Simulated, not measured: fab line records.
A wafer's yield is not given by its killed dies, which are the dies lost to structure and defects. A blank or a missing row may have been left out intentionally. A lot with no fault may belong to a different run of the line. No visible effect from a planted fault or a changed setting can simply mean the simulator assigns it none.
Chamber matching -- flow nand-harc -- cmp-03 running NHARC_A_SGD_CUT_CMP_21: 4 sister chambers
The step polishes, target thk 148.19 nm. 8 wafers are shown with their chamber, then 7 later ones without.

WAFERS WITH THEIR CHAMBER
wafer,chamber,motor-current-A (A),time-to-endpoint-s (s)
L077.3,2,11.1,51
L081.2,2,11.2,48
L080.3,0,11.0,48
L080.4,1,13.6,46
L083.2,0,11.1,52
L089.2,3,14.2,48
L089.4,1,12.7,48
L090.1,3,14.6,44

WAFERS MISSING THEIR CHAMBER
wafer,motor-current-A (A),time-to-endpoint-s (s)
L090.4,13.5,47
L092.1,13.4,50
L092.3,11.2,50
L093.3,11.0,50
L093.4,10.8,47
L096.1,14.3,47
L096.3,10.8,49

THE CHAMBER EACH PASSED THROUGH
wafer,from the rows above,in truth
L090.4,can't be placed: 1 or 3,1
L092.1,can't be placed: 1 or 3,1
L092.3,can't be placed: 2 or 0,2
L093.3,can't be placed: 0 or 2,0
L093.4,can't be placed: 2 or 0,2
L096.1,3,3
L096.3,can't be placed: 0 or 2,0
Correct placement for 1 of the 7. These rows do not allow placing 6 (true chamber among the candidates in 6). Number placed wrongly: 0.
How it was worked out, from the rows above alone: a wafer's distance from a chamber is the root of the sum, over the readings, of the square of ((its reading less the chamber's mean) divided by the reading's scatter). If the next closest chamber is less than 2 further off than the closest, the wafer can't be placed; otherwise it belongs to the closest. For every chamber, the mean is computed from those of its wafers that are shown. How the scatter is found: for the shown wafers, subtract from each reading the mean of its chamber, square and add these, divide the total by (wafers less chambers), then take the root.
